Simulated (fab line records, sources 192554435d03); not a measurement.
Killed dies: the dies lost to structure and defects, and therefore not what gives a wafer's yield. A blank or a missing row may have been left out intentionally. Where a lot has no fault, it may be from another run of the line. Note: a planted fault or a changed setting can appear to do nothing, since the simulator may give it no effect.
Struck lot and sound lot, side by side | flow n5-finfet | 17 steps out of a route of 1938
Sound: the wafers L850.3, L850.4, L850.5. Struck: wafers L855.4, L855.5. (L855.3 of the same lot was not struck and is left out.) The cause comes at the end.
For every step that has rows: the tool of each side, followed by ch and its chambers, followed by its first start. Under that, the readings that differ: sound wafers | struck wafers | difference of the means | sigmas: that difference in standard deviations of wafers without a fault.
alike: readings with means less than 2 such deviations apart, plus words and numbers identical on both sides. not compared: withheld readings, readings lacking a value on some wafer, bounds such as >300 that could conceal the same value, and numbers that have no deviation in the record and whose values overlap.
Wherever a step has rows on one side only, a row that says differs or no value, or a row with sigmas, the two part there. Non-overlapping numbers with no deviation appear without sigmas and do not part them. A reading missing from all wafers of one side parts the sides only when that side holds two or more wafers.

first, 4 steps without rows for these wafers: N5_BEOL_M2_ANNEAL_82 (time 240 s); N5_BEOL_M2_SPUTTER_86 (material Cu, target thk 4.5 nm, time 8.29 s); N5_BEOL_M2_ANNEAL_87 (time 240 s); N5_BEOL_M2_SPUTTER_88 (material Cu, target thk 4.5 nm, time 8.29 s).
N5_BEOL_M2_ANNEAL_89: time 240 s.
  sound on pvd-sputter-01, day 8 14:34; struck on pvd-sputter-02, day 10 07:53
  alike: heater-power-w
N5_BEOL_M2_SPUTTER_90: material Cu, target thk 4.5 nm, time 8.29 s.
  sound on pvd-sputter-01, day 8 14:42; struck on pvd-sputter-02, day 10 08:01
  reading                 | sound             | struck      | difference | sigmas
  chuck-sensor-temp-C (C) | -16.6 -17.3 -17.6 | -15.6 -15.5 | +1.6       | +2
  alike: throttle-valve-pct
N5_BEOL_M2_ANNEAL_91: time 240 s.
  sound on pvd-sputter-01, day 8 14:47; struck on pvd-sputter-02, day 10 08:06
  alike: heater-power-w
N5_BEOL_M2_SPUTTER_92: material Cu, target thk 4.5 nm, time 8.29 s.
  sound on pvd-sputter-01, day 8 14:55; struck on pvd-sputter-02, day 10 08:14
  reading                 | sound             | struck      | difference | sigmas
  chuck-sensor-temp-C (C) | -16.7 -17.3 -17.3 | -15.5 -15.2 | +1.8       | +2
  alike: throttle-valve-pct
then, 1 step without rows for these wafers: N5_BEOL_M2_ANNEAL_93 (time 240 s).
N5_BEOL_M2_SPUTTER_94: material Cu, target thk 4.5 nm, time 8.29 s.
  sound on pvd-sputter-01, day 8 15:08; struck on pvd-sputter-02, day 10 08:28
  reading                 | sound             | struck      | difference | sigmas
  chuck-sensor-temp-C (C) | -16.7 -17.5 -17.4 | -15.7 -15.3 | +1.7       | +2
  alike: throttle-valve-pct
then, 2 steps without rows for these wafers: N5_BEOL_M2_ANNEAL_95 (time 240 s); N5_BEOL_M2_SPUTTER_96 (material Cu, target thk 4.5 nm, time 8.29 s).
N5_BEOL_M2_ECD_50: material Cu, target thk 300 nm.
  sound on ecd-cu-01 ch 0,1, day 8 15:30; struck on ecd-cu-02 ch 0,1, day 10 08:49
  reading                                | sound             | struck      | difference | sigmas
  model.Cu_of_BEOL_M2_ECD_50.thk-nm (nm) | 296.6 298.8 299.8 | 480.6 477.6 | +180.7     |
then, 1 step without rows for these wafers: N5_BEOL_M2_ANNEAL_51 (time 90 s).
N5_BEOL_M2_CMP_52: polishes, stops on SiOC, t overpolish 6.8 s, target thk 40 nm.
  sound on cmp-04 ch 1,2,3, day 8 15:56; struck on cmp-01 ch 0,3, day 10 09:15
  reading                | sound          | struck    | difference | sigmas
  time-to-endpoint-s (s) | 62.3 61.7 58.8 | 99.5 98.4 | +38.0      | +17
  alike: motor-current-A
N5_BEOL_M2_THK_MEAS_53: measures by xrf.
  sound on film-metro-01, day 8 16:09; struck on film-metro-01, day 10 09:28
  alike: M2_THK
N5_BEOL_M4_RC_MEAS_101:
  sound on prober-02 ch 0, day 10 15:11; struck on prober-01 ch 0, day 12 02:35
  alike: DIBL_N, DIBL_P, IOFF_N, IOFF_P, ION_N, ION_P, SS_N, SS_P, VT_N, VT_P

## WHERE THEY PART
Last at N5_BEOL_M2_CMP_52 as far as this record goes, first at N5_BEOL_M2_SPUTTER_90. Later steps at which nothing parts them and some readings are alike: N5_BEOL_M2_THK_MEAS_53, N5_BEOL_M4_RC_MEAS_101.

WHY: what had been put in by the simulator
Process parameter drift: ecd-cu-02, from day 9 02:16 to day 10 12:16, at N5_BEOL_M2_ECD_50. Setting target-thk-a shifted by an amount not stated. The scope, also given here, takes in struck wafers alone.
